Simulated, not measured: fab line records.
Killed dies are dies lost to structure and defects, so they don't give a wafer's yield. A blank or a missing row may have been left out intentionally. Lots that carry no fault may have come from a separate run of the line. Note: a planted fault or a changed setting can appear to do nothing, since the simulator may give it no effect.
The same fault as seen by 2 desks | flow n5-finfet | each desk has only its own numbers; what lay behind them comes last

== THE TOOL OWNER'S DESK: rie-diel-06 ==
The tool's own readings at N5_BEOL_M2_ETCH_64 (etches SOC in N2/H2, target depth 75 nm, overetch 22.5 nm, time 121.9 s): means of the sampled wafers that have a number, for each lot that ran on this tool. Marked OUT: a lot whose mean sits more than 4 standard deviations from the usual mean, which makes it out of limits; the brackets give that distance.
Columns: A = bias-w at N5_BEOL_M2_ETCH_64, usual 150.1 W; B = drypump-motor-current-A at N5_BEOL_M2_ETCH_64, usual 5.5 A; C = oes-product-au at N5_BEOL_M2_ETCH_64, usual 0.61 a.u.; D = rf-vpp-V at N5_BEOL_M2_ETCH_64, usual 523.4 V; E = showerhead-plenum-p-Torr at N5_BEOL_M2_ETCH_64, usual 2.53 Torr; F = throttle-valve-pct at N5_BEOL_M2_ETCH_64, usual 17.8 %
lot  | first seen here | A               | B   | C    | D               | E    | F
L697 | day 7 16:22     | 150.1           | 5.9 | 0.65 | 523.6           | 2.55 | 17.6
L699 | day 8 08:34     | 150.5           | 6.1 | 0.67 | 522.1           | 2.48 | 17.6
L700 | day 8 13:32     | 117.0 (-75) OUT | 5.9 | 0.66 | 451.4 (-30) OUT | 2.62 | 17.5
L702 | day 9 02:45     | 118.0 (-73) OUT | 5.9 | 0.62 | 449.9 (-31) OUT | 2.60 | 17.8
L712 | day 11 22:42    | 150.7           | 5.8 | 0.59 | 522.6           | 2.52 | 17.9
L715 | day 12 04:26    | 150.4           | 5.9 | 0.62 | 523.8           | 2.54 | 17.7
This desk's verdict: out of limits on L700, L702, starting with L700 at day 8 13:32 (bias-w at N5_BEOL_M2_ETCH_64). L697, L699, L712, L715 stayed within limits.

== AT THE METROLOGY DESK ==
What the gauges read for every lot (on any tool): the sampled wafers with a number, averaged. Marked OUT: a lot whose mean sits more than 4 standard deviations from the usual mean, which makes it out of limits; the brackets give that distance. Readings shown: 7 of its 12, picked as those furthest out on some lot.
Columns: A = M1_RS at N5_BEOL_M1_RS_MEAS_58, usual 0.67 ohm/sq; B = cd-nm at N5_BEOL_M2_CD_MEAS_18, usual 18.1 nm; C = DIBL_N at N5_BEOL_M4_RC_MEAS_101, usual 36.8 mV/V; D = DIBL_P at N5_BEOL_M4_RC_MEAS_101, usual 37.1 mV/V; E = IOFF_N at N5_BEOL_M4_RC_MEAS_101, usual 0.168 nA/um; F = VT_N at N5_BEOL_M4_RC_MEAS_101, usual 248.8 mV; G = VT_P at N5_BEOL_M4_RC_MEAS_101, usual -250 mV
lot  | first seen here | A    | B    | C    | D    | E     | F     | G
L697 | day 7 14:43     | 0.69 | 17.8 | 37.2 | 36.4 | 0.175 | 249.5 | -248
L699 | day 8 06:17     | 0.65 | 18.2 | 38.3 | 37.4 | 0.183 | 248.7 | -246
L700 | day 8 08:58     | 0.65 | 18.2 | 37.2 | 38.1 | 0.186 | 247.1 | -251
L702 | day 9 00:38     | 0.65 | 18.7 | 38.6 | 39.9 | 0.210 | 246.6 | -251
L703 | day 9 11:41     | 0.66 | 18.0 | 34.5 | 33.3 | 0.132 | 251.8 | -254
L707 | day 10 01:57    | 0.72 | 18.0 | 36.8 | 38.2 | 0.189 | 246.1 | -252
L710 | day 10 20:05    | 0.70 | 18.1 | 38.0 | 38.0 | 0.184 | 245.0 | -248
L712 | day 11 21:10    | 0.67 | 18.2 | 38.1 | 36.7 | 0.162 | 250.2 | -256
L715 | day 12 02:20    | 0.65 | 17.7 | 37.0 | 36.8 | 0.158 | 250.4 | -248
Finding of this desk: none of the 9 lots has anything out of limits.

== TAKEN TOGETHER ==
An alarm could have come from the tool owner's desk at day 8 13:32, on L700, L702.
Nothing out of limits was seen by the metrology desk.
The metrology desk holds a record of L700, L702, inside its limits.
Of the lots named, all ran N5_BEOL_M2_ETCH_64 on rie-diel-06.

== WHAT HAD BEEN PUT IN BY THE SIMULATOR ==
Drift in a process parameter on rie-diel-06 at N5_BEOL_M2_ETCH_64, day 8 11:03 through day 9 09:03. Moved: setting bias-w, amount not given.
Shown lots that were struck: L700, L702.
How many hours passed from the start of the fault until each desk's first out-of-limits reading: the tool owner's desk, 2.
